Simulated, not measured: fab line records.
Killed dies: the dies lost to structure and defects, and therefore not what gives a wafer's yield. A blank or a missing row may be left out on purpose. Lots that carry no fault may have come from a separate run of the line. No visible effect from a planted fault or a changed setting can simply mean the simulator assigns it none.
Matching of chambers | flow n5Finfet | rieDiel-06 running N5_SD_EPI_N_ETCH_16: 4 sister chambers
The step etches SiO2 in CHF3/O2, target depth 5 nm. 18 wafers are shown with their chamber, then 9 later ones without.

== WAFERS PAIRED WITH THEIR CHAMBERS ==
wafer  | chamber | rfVppV (V) | throttleValvePct (%) | oesProductAu (a.u.)
L074.3 | 3       | 532        | 19.01                | 0.88
L074.5 | 3       | 532        | 19.02                | 0.88
L074.6 | 2       | 509        | 18.74                | 0.82
L076.3 | 1       | 518        | 18.93                | 0.72
L076.4 | 3       | 531        | 19.03                | 0.88
L076.6 | 3       | 530        | 19.05                | 0.88
L079.1 | 2       | 508        | 18.77                | 0.81
L079.3 | 1       | 519        | 18.91                | 0.73
L079.5 | 3       | 530        | 19.06                | 0.87
L086.2 | 1       | 518        | 18.97                | 0.72
L086.3 | 3       | 530        | 19.07                | 0.85
L086.5 | 2       | 509        | 18.79                | 0.80
L087.3 | 3       | 530        | 19.07                | 0.85
L087.4 | 0       | 508        | 19.22                | 0.71
L087.5 | 2       | 509        | 18.81                | 0.80
L090.2 | 0       | 507        | 19.22                | 0.71
L090.5 | 0       | 509        | 19.22                | 0.70
L090.6 | 1       | 520        | 18.98                | 0.71

SIGNATURES (means of the wafers above)
reading          | chamber 0 | chamber 1 | chamber 2 | chamber 3 | scatter within a chamber
rfVppV           | 508.00    | 518.75    | 508.75    | 530.71    | 0.884
throttleValvePct | 19.2200   | 18.9475   | 18.7775   | 19.0443   | 0.0261
oesProductAu     | 0.7067    | 0.7200    | 0.8075    | 0.8700    | 0.0112
Rule: for a wafer and a chamber, the distance is found by dividing, reading by reading, the gap between the wafer's reading and the chamber's mean by the reading's scatter, squaring, summing and taking the root. If the next closest chamber is less than 2 further off than the closest, the wafer can't be placed; otherwise it belongs to the closest. How the scatter is found: for the shown wafers, subtract from each reading the mean of its chamber, square and add these, divide the total by (wafers less chambers), then take the root.

== WAFERS WITHOUT THEIR CHAMBER ==
wafer  | rfVppV (V) | throttleValvePct (%) | oesProductAu (a.u.)
L093.2 | 530        | 19.12                | 0.84
L093.4 | 506        | 18.83                | 0.77
L093.5 | 508        | 18.84                | 0.77
L094.1 | 509        | 18.85                | 0.77
L094.2 | 519        | 18.97                | 0.70
L094.3 | 507        | 19.24                | 0.69
L095.2 | 508        | 18.81                | 0.78
L095.3 | 531        | 19.09                | 0.82
L095.5 | 531        | 19.10                | 0.83

== CHAMBER TAKEN BY EACH ==
wafer  | from the rows above | in truth
L093.2 | 3                   | 3
L093.4 | 2                   | 2
L093.5 | 2                   | 2
L094.1 | 2                   | 2
L094.2 | 1                   | 1
L094.3 | 0                   | 0
L095.2 | 2                   | 2
L095.3 | 3                   | 3
L095.5 | 3                   | 3
Correct placement for 9 of the 9. Left unplaced by these rows: 0. Placed wrongly: 0.
